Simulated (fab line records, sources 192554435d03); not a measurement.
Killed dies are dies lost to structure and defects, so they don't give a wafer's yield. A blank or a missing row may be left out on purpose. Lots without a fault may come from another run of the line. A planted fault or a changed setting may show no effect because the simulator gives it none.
Split-lot experiment | flow n5_finfet | 7 lots, 21 wafers read, on a route of 1938 steps

THE SPLIT
At N5_BEOL_M7_COAT_05 (resist thk 90 nm), the setting spin_rpm was moved away from the recipe's 1500 rpm on 6 of the 21 wafers read, by -9.4% to +6.5%. The other wafers ran this setting at the recipe's value.

FROM THE SPLIT TO THE READING: what the file shows between them, 6 steps
- N5_BEOL_M7_EBR_07
- N5_BEOL_M7_SOFTBAKE_06: time 60 s
- N5_BEOL_M7_EXPOSE_08: exposes mask M7
- N5_BEOL_M7_PEB_09: peb time 60 s
- N5_BEOL_M7_DEVELOP_10: develop time 30 s
- N5_BEOL_M7_DESCUM_16: chemistry O2, time 7.9 s

THE READING
CAR-ArF_of_BEOL_M7_COAT_05.thk_nm (the simulator's own value, which no gauge read), in nm, at N5_BEOL_M7_ETCH_61 (etches SiARC in CF4, target depth 45.5 nm, time 75.8 s). The file gives no usual value for it. The 15 wafers here that ran the recipe average 50.9 nm, standard deviation 0.19 nm.

wafer  | tool, chamber at the split | spin_rpm as run, rpm | against the recipe | CAR-ArF_of_BEOL_M7_COAT_05.thk_nm, nm | against lot-mates on the recipe
L077.1 | litho_track-05, 0          | 1500                 | recipe             | 50.6                                  | -
L077.5 | litho_track-05, 0          | 1500                 | recipe             | 50.8                                  | -
L077.6 | litho_track-05, 0          | 1500                 | recipe             | 50.8                                  | -
L080.1 | litho_track-05, 0          | 1500                 | recipe             | 51.2                                  | -
L080.3 | litho_track-05, 0          | 1500                 | recipe             | 50.6                                  | -
L080.6 | litho_track-05, 0          | 1597                 | +6.5%              | 48.2                                  | -2.7
L081.1 | litho_track-04, 0          | 1500                 | recipe             | 50.8                                  | -
L081.2 | litho_track-04, 0          | 1500                 | recipe             | 50.8                                  | -
L081.5 | litho_track-04, 0          | 1359                 | -9.4%              | 55                                    | +4.2
L082.2 | litho_track-03, 0          | 1576                 | +5.1%              | 49                                    | -2.0
L082.3 | litho_track-03, 0          | 1500                 | recipe             | 51                                    | -
L082.4 | litho_track-03, 0          | 1576                 | +5.1%              | 48.8                                  | -2.2
L086.2 | litho_track-03, 0          | 1500                 | recipe             | 50.8                                  | -
L086.5 | litho_track-03, 0          | 1591                 | +6.1%              | 48.2                                  | -2.6
L086.6 | litho_track-03, 0          | 1591                 | +6.1%              | 48.2                                  | -2.6
L091.3 | litho_track-04, 0          | 1500                 | recipe             | 51                                    | -
L091.4 | litho_track-04, 0          | 1500                 | recipe             | 51.2                                  | -
L091.6 | litho_track-04, 0          | 1500                 | recipe             | 51.2                                  | -
L093.2 | litho_track-04, 0          | 1500                 | recipe             | 50.8                                  | -
L093.3 | litho_track-04, 0          | 1500                 | recipe             | 50.8                                  | -
L093.5 | litho_track-04, 0          | 1500                 | recipe             | 51                                    | -

THE FIT
A straight line over all 21 wafers: CAR-ArF_of_BEOL_M7_COAT_05.thk_nm changes by -0.428 nm for each +1% of spin_rpm; r = -0.99; the points scatter about the line by 0.19 nm.
The same after taking each lot's own level away (the mean of its wafers on the recipe; 21 wafers): -0.432 nm for each +1%; r = -1.00; scatter 0.13 nm.
On that fit, the largest move of spin_rpm shifts the reading by 4.1 nm.
The lots' own levels span 50.73 to 51.13 nm, that is 2.1 times the standard deviation above.
So the lot-to-lot level changes the slope little: the two slopes agree.
Check: with one of the wafers moved furthest among these (-9.4%) left out of the fit, the line predicts +3.96 nm for it against its lot-mates. It came out at +4.2 nm against them.

OTHER SPLITS ON THESE WAFERS
These wafers also went through other splits before the reading. Each is held against what the fit with the lots' levels taken away leaves over:
other split on the same wafers | wafers away from the commonest value | r with CAR-ArF_of_BEOL_M7_COAT_05.thk_nm (lot level and that fit taken away)
N5_BEOL_M5_ILD_DEP_00 time_s   | 8                                    | -0.39
N5_BEOL_M5_COAT_05 spin_rpm    | 9                                    | +0.27
N5_BEOL_M6_COAT_22 spin_rpm    | 7                                    | -0.36

THE WHOLE CHAIN: every reading that the file lists as answering this split, in the file's order
step                  | what it does                                           | reading                                                                            | change (the file's fit)               | r (the file's)
N5_BEOL_M7_COAT_05    | resist thk 90 nm                                       | CAR-ArF_of_BEOL_M7_COAT_05.thk_nm (the simulator's own value, which no gauge read) | -0.444 nm for each +1% of the setting | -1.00
N5_BEOL_M7_DEVELOP_10 | develop time 30 s                                      | CAR-ArF_of_BEOL_M7_COAT_05.thk_nm (the simulator's own value, which no gauge read) | -0.45 nm for each +1% of the setting  | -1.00
N5_BEOL_M7_ETCH_61    | etches SiARC in CF4, target depth 45.5 nm, time 75.8 s | CAR-ArF_of_BEOL_M7_COAT_05.thk_nm (the simulator's own value, which no gauge read) | -0.433 nm for each +1% of the setting | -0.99

THE FILE'S OWN FIT
CAR-ArF_of_BEOL_M7_COAT_05.thk_nm changes by -0.433 nm for each +1% of spin_rpm, r = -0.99.
